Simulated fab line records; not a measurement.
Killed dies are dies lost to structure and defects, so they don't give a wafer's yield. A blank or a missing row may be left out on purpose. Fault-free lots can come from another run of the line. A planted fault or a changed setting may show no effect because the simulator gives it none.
What tool caused it? ; flow nandHarc ; 6 lots with 17 wafers sampled at 3 steps, on a route of 1302 steps

## WHAT THE GAUGES READ, wafer by wafer
NHARC_A_SOURCE_PLATE_THK_MEAS_06: measures by ellipsometry.
lot;measured;on;thkNm (nm)
L208;day 7 18:43;filmMetro-02;200.0 203.7 201.9
L212;day 9 04:14;filmMetro-02;199.7 196.1 197.9
L217;day 11 14:49;filmMetro-01;205.1 205.1 204.7
L220;day 12 10:37;filmMetro-02;201.6 201.9 203.4
L226;day 15 07:51;filmMetro-01;201.2 199.3
L231;day 16 21:55;filmMetro-02;198.0 202.3 202.7

## WHAT TOOL EACH LOT RAN ON (gives the tool, then ch and the chambers of the sampled wafers, and finally the start)
lot;NHARC_A_ZERO_WELL_DESCUM_12;NHARC_A_ZERO_WELL_RTA_16
L208;rieDiel-08 ch 0,2,3, day 6 22:29;rtpAnneal-02 ch 0, day 6 23:35
L212;rieDiel-08 ch 0,2, day 8 07:04;rtpAnneal-02 ch 0, day 8 08:16
L217;rieDiel-08 ch 2,3, day 10 16:46;rtpAnneal-02 ch 0, day 10 17:54
L220;rieDiel-12 ch 1,3, day 11 13:59;rtpAnneal-02 ch 0, day 11 15:07
L226;rieDiel-12 ch 2,3, day 14 10:25;rtpAnneal-01 ch 0, day 14 11:38
L231;rieDiel-12 ch 1,2,3, day 16 03:28;rtpAnneal-01 ch 0, day 16 04:36
- NHARC_A_ZERO_WELL_DESCUM_12: chemistry O2, time 3 s.
- NHARC_A_ZERO_WELL_RTA_16: time 10 s.

## THE ANSWER, worked out from the rows above alone
Rule: usual is defined by the lots themselves. The widest of any qualifying gaps counts: lots, ordered by their means at a reading, are off when they make up no more than a third of the lots, leave a main group of 4 or more, and stand apart from it by 3 or more times the standard deviation of that group's means. If all means in a main group match to the digits the tables above print for the reading, that group is not used. A lot without any number at a reading at which 4 lots or more have one is off too. The other lots that the step has rows for count as sound.
Nothing can be told from this: no lot is off at any reading shown.

## WHAT THE SIMULATOR PUT IN
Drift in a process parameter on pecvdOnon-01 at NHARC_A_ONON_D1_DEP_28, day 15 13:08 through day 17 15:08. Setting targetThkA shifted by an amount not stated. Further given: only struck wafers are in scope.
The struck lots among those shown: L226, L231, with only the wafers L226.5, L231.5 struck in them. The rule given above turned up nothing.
